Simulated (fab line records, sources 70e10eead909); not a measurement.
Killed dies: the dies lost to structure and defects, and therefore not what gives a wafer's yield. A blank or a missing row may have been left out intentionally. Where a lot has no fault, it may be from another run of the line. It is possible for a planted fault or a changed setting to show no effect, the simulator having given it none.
Chamber matching	flow nand-harc	NHARC_P_GATE_ETCH_32 on rie-si-06 has 4 sister chambers
The step etches the open film in HBr/Cl2, target depth 150 nm, time 100.1 s. 8 wafers are shown with their chamber, then 12 later ones without.

== WAFERS PAIRED WITH THEIR CHAMBERS ==
wafer	chamber	drypump-motor-current-A (A)	throttle-valve-pct (%)
L081.3	0	6.2	26.393
L081.5	0	6.3	26.417
L081.6	1	6.1	26.399
L084.1	2	4.9	26.407
L084.2	1	6.1	26.415
L088.4	3	6.1	26.404
L088.5	2	4.9	26.392
L088.6	3	6.1	26.387

== WAFERS WITHOUT THEIR CHAMBER ==
wafer	drypump-motor-current-A (A)	throttle-valve-pct (%)
L086.3	6.2	26.417
L086.5	4.9	26.399
L086.6	6.1	26.403
L089.1	6.3	26.411
L089.2	4.9	26.407
L089.3	6.2	26.425
L091.2	6.1	26.394
L091.5	4.9	26.391
L091.6	6.1	26.385
L094.2	6.2	26.408
L094.3	4.9	26.391
L094.6	4.9	26.407

== WHICH CHAMBER EACH WENT THROUGH ==
wafer	from the rows above	in truth
L086.3	can't be placed: 0 or 1 or 3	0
L086.5	2	2
L086.6	can't be placed: 1 or 3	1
L089.1	0	0
L089.2	2	2
L089.3	can't be placed: 0 or 1 or 3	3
L091.2	can't be placed: 3 or 1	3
L091.5	2	2
L091.6	can't be placed: 3 or 1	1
L094.2	can't be placed: 0 or 1 or 3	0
L094.3	2	2
L094.6	2	2
Placed correctly: 6 of 12. Not placeable from these rows: 6 (in 6, the candidates include the true chamber). Number placed wrongly: 0.
How it was worked out, from the rows above alone: a wafer's distance from a chamber is the root of the sum, over the readings, of the square of ((its reading less the chamber's mean) divided by the reading's scatter). If the next closest chamber is less than 2 further off than the closest, the wafer can't be placed; otherwise it belongs to the closest. The mean given for a chamber averages the wafers shown for that chamber. The scatter: take each reading less its chamber's mean, square it, sum over the shown wafers, divide by the number of wafers less the number of chambers, and take the root.
